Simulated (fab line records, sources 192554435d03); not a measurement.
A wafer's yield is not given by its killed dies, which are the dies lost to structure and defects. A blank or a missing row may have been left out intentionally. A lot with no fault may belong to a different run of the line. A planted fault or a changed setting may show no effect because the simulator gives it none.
Matching of chambers :: flow n5-finfet :: N5_GATE_CUT_ETCH_37 on rie-diel-05: 4 sister chambers
The step etches SOC in N2/H2, target depth 60 nm, overetch 12 nm, time 90 s. 20 wafers are shown with their chamber, then 10 later ones without.

## WAFERS, EACH WITH ITS CHAMBER
wafer: L076.1
chamber: 3
drypump-motor-current-A (A): 5.9
throttle-valve-pct (%): 18.06
showerhead-plenum-p-Torr (Torr): 2.56

wafer: L076.3
chamber: 2
drypump-motor-current-A (A): 5.2
throttle-valve-pct (%): 17.67
showerhead-plenum-p-Torr (Torr): 2.54

wafer: L076.5
chamber: 1
drypump-motor-current-A (A): 5.6
throttle-valve-pct (%): 17.97
showerhead-plenum-p-Torr (Torr): 2.55

wafer: L079.2
chamber: 3
drypump-motor-current-A (A): 5.8
throttle-valve-pct (%): 18.06
showerhead-plenum-p-Torr (Torr): 2.55

wafer: L079.5
chamber: 2
drypump-motor-current-A (A): 5.3
throttle-valve-pct (%): 17.68
showerhead-plenum-p-Torr (Torr): 2.53

wafer: L079.6
chamber: 1
drypump-motor-current-A (A): 5.6
throttle-valve-pct (%): 17.97
showerhead-plenum-p-Torr (Torr): 2.55

wafer: L081.1
chamber: 3
drypump-motor-current-A (A): 5.8
throttle-valve-pct (%): 18.07
showerhead-plenum-p-Torr (Torr): 2.55

wafer: L081.4
chamber: 0
drypump-motor-current-A (A): 5.8
throttle-valve-pct (%): 17.83
showerhead-plenum-p-Torr (Torr): 2.63

wafer: L081.6
chamber: 0
drypump-motor-current-A (A): 5.8
throttle-valve-pct (%): 17.86
showerhead-plenum-p-Torr (Torr): 2.63

wafer: L082.1
chamber: 3
drypump-motor-current-A (A): 5.8
throttle-valve-pct (%): 18.07
showerhead-plenum-p-Torr (Torr): 2.55

wafer: L082.2
chamber: 2
drypump-motor-current-A (A): 5.3
throttle-valve-pct (%): 17.66
showerhead-plenum-p-Torr (Torr): 2.53

wafer: L082.5
chamber: 2
drypump-motor-current-A (A): 5.3
throttle-valve-pct (%): 17.68
showerhead-plenum-p-Torr (Torr): 2.53

wafer: L087.2
chamber: 1
drypump-motor-current-A (A): 5.6
throttle-valve-pct (%): 17.99
showerhead-plenum-p-Torr (Torr): 2.54

wafer: L087.3
chamber: 2
drypump-motor-current-A (A): 5.3
throttle-valve-pct (%): 17.70
showerhead-plenum-p-Torr (Torr): 2.53

wafer: L087.5
chamber: 1
drypump-motor-current-A (A): 5.6
throttle-valve-pct (%): 18.00
showerhead-plenum-p-Torr (Torr): 2.54

wafer: L090.1
chamber: 2
drypump-motor-current-A (A): 5.3
throttle-valve-pct (%): 17.71
showerhead-plenum-p-Torr (Torr): 2.52

wafer: L090.3
chamber: 0
drypump-motor-current-A (A): 5.8
throttle-valve-pct (%): 17.89
showerhead-plenum-p-Torr (Torr): 2.62

wafer: L090.4
chamber: 3
drypump-motor-current-A (A): 5.8
throttle-valve-pct (%): 18.11
showerhead-plenum-p-Torr (Torr): 2.54

wafer: L092.1
chamber: 2
drypump-motor-current-A (A): 5.3
throttle-valve-pct (%): 17.72
showerhead-plenum-p-Torr (Torr): 2.52

wafer: L092.2
chamber: 3
drypump-motor-current-A (A): 5.9
throttle-valve-pct (%): 18.10
showerhead-plenum-p-Torr (Torr): 2.54

SIGNATURES (means of the wafers above)
reading: drypump-motor-current-A
chamber 0: 5.800
chamber 1: 5.600
chamber 2: 5.286
chamber 3: 5.833
scatter within a chamber: 0.037

reading: throttle-valve-pct
chamber 0: 17.8600
chamber 1: 17.9825
chamber 2: 17.6886
chamber 3: 18.0783
scatter within a chamber: 0.0219

reading: showerhead-plenum-p-Torr
chamber 0: 2.6267
chamber 1: 2.5450
chamber 2: 2.5286
chamber 3: 2.5483
scatter within a chamber: 0.00678
Rule: for each reading, subtract the chamber's mean from the wafer's reading, divide by that reading's scatter and square the result; add these up over the readings and take the root, which gives the wafer's distance from the chamber. The wafer belongs to the nearest chamber; if the next one is less than 2 further off, it can't be placed. The scatter: take each reading less its chamber's mean, square it, sum over the shown wafers, divide by the number of wafers less the number of chambers, and take the root.

## WAFERS WITH NO CHAMBER GIVEN
wafer: L092.3
drypump-motor-current-A (A): 5.8
throttle-valve-pct (%): 17.89
showerhead-plenum-p-Torr (Torr): 2.62

wafer: L093.1
drypump-motor-current-A (A): 5.8
throttle-valve-pct (%): 18.10
showerhead-plenum-p-Torr (Torr): 2.54

wafer: L093.4
drypump-motor-current-A (A): 5.3
throttle-valve-pct (%): 17.72
showerhead-plenum-p-Torr (Torr): 2.52

wafer: L093.5
drypump-motor-current-A (A): 5.8
throttle-valve-pct (%): 17.89
showerhead-plenum-p-Torr (Torr): 2.62

wafer: L095.2
drypump-motor-current-A (A): 5.2
throttle-valve-pct (%): 17.72
showerhead-plenum-p-Torr (Torr): 2.52

wafer: L095.3
drypump-motor-current-A (A): 5.8
throttle-valve-pct (%): 17.89
showerhead-plenum-p-Torr (Torr): 2.62

wafer: L095.4
drypump-motor-current-A (A): 5.5
throttle-valve-pct (%): 18.03
showerhead-plenum-p-Torr (Torr): 2.54

wafer: L096.2
drypump-motor-current-A (A): 5.8
throttle-valve-pct (%): 18.11
showerhead-plenum-p-Torr (Torr): 2.54

wafer: L096.3
drypump-motor-current-A (A): 5.8
throttle-valve-pct (%): 17.92
showerhead-plenum-p-Torr (Torr): 2.62

wafer: L096.6
drypump-motor-current-A (A): 5.3
throttle-valve-pct (%): 17.73
showerhead-plenum-p-Torr (Torr): 2.52

## EACH ONE'S CHAMBER
wafer: L092.3
from the rows above: 0
in truth: 0

wafer: L093.1
from the rows above: 3
in truth: 3

wafer: L093.4
from the rows above: 2
in truth: 2

wafer: L093.5
from the rows above: 0
in truth: 0

wafer: L095.2
from the rows above: 2
in truth: 2

wafer: L095.3
from the rows above: 0
in truth: 0

wafer: L095.4
from the rows above: 1
in truth: 1

wafer: L096.2
from the rows above: 3
in truth: 3

wafer: L096.3
from the rows above: 0
in truth: 0

wafer: L096.6
from the rows above: 2
in truth: 2
Correctly placed: 10 of 10. Number that these rows cannot place: 0. 0 placed wrongly.
